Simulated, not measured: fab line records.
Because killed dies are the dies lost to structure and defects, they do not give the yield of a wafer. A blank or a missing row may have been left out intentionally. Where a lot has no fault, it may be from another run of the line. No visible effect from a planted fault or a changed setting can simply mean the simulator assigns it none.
Chamber matching | flow nandHarc | NHARC_A_STAIRCASE_DESCUM_219 on rieDiel-11: 4 sister chambers
The step chemistry O2, time 3 s. 14 wafers are shown with their chamber, then 7 later ones without.

== WAFERS PAIRED WITH THEIR CHAMBERS ==
wafer  | chamber | drypumpMotorCurrentA (A) | showerheadPlenumPTorr (Torr) | oesProductAu (a.u.)
L076.1 | 0       | 6.1                      | 1.77                         | 1.005
L076.4 | 0       | 6.1                      | 1.77                         | 1.004
L076.5 | 3       | 5.1                      | 1.83                         | 1.006
L078.1 | 3       | 5.2                      | 1.83                         | 1.004
L078.3 | 0       | 6.1                      | 1.76                         | 1.003
L078.4 | 0       | 6.1                      | 1.76                         | 0.985
L085.1 | 0       | 6.1                      | 2.07                         | 1.001
L085.2 | 1       | 5.5                      | 2.02                         | 0.995
L085.3 | 3       | 5.2                      | 1.82                         | 1.004
L085.4 | 2       | 6.1                      | 1.87                         | 0.997
L085.5 | 3       | 5.1                      | 1.82                         | 1.001
L085.6 | 2       | 6.1                      | 1.87                         | 0.979
L086.2 | 1       | 5.5                      | 2.02                         | 0.992
L086.5 | 0       | 6.2                      | 2.07                         | 0.991

SIGNATURES (averages over the wafers above)
reading               | chamber 0 | chamber 1 | chamber 2 | chamber 3 | scatter within a chamber
drypumpMotorCurrentA  | 6.117     | 5.500     | 6.100     | 5.150     | 0.0428
showerheadPlenumPTorr | 1.8667    | 2.0200    | 1.8700    | 1.8250    | 0.111
oesProductAu          | 0.99817   | 0.99350   | 0.98800   | 1.00375   | 0.00718
Rule: for each reading, subtract the chamber's mean from the wafer's reading, divide by that reading's scatter and square the result; add these up over the readings and take the root, which gives the wafer's distance from the chamber. The wafer belongs to the nearest chamber; if the next one is less than 2 further off, it can't be placed. The scatter is the square root of a quotient: the sum, over the shown wafers, of each reading's squared deviation from its chamber's mean, divided by wafers minus chambers.

== WAFERS WITHOUT THEIR CHAMBER ==
wafer  | drypumpMotorCurrentA (A) | showerheadPlenumPTorr (Torr) | oesProductAu (a.u.)
L086.6 | 5.5                      | 2.02                         | 0.985
L091.3 | 5.5                      | 2.02                         | 0.979
L091.4 | 6.1                      | 2.07                         | 0.988
L091.6 | 6.1                      | 2.07                         | 0.984
L090.1 | 5.5                      | 2.01                         | 0.990
L090.3 | 5.1                      | 1.82                         | 0.991
L090.5 | 6.1                      | 2.07                         | 0.990

== THE CHAMBER EACH PASSED THROUGH ==
wafer  | from the rows above     | in truth
L086.6 | 1                       | 1
L091.3 | 1                       | 1
L091.4 | can't be placed: 2 or 0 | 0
L091.6 | can't be placed: 2 or 0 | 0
L090.1 | 1                       | 1
L090.3 | 3                       | 3
L090.5 | can't be placed: 2 or 0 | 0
Correct placement for 4 of the 7. Cannot be placed on the basis of these rows: 3; the candidates contain the true chamber in 3. Placed wrongly: 0.
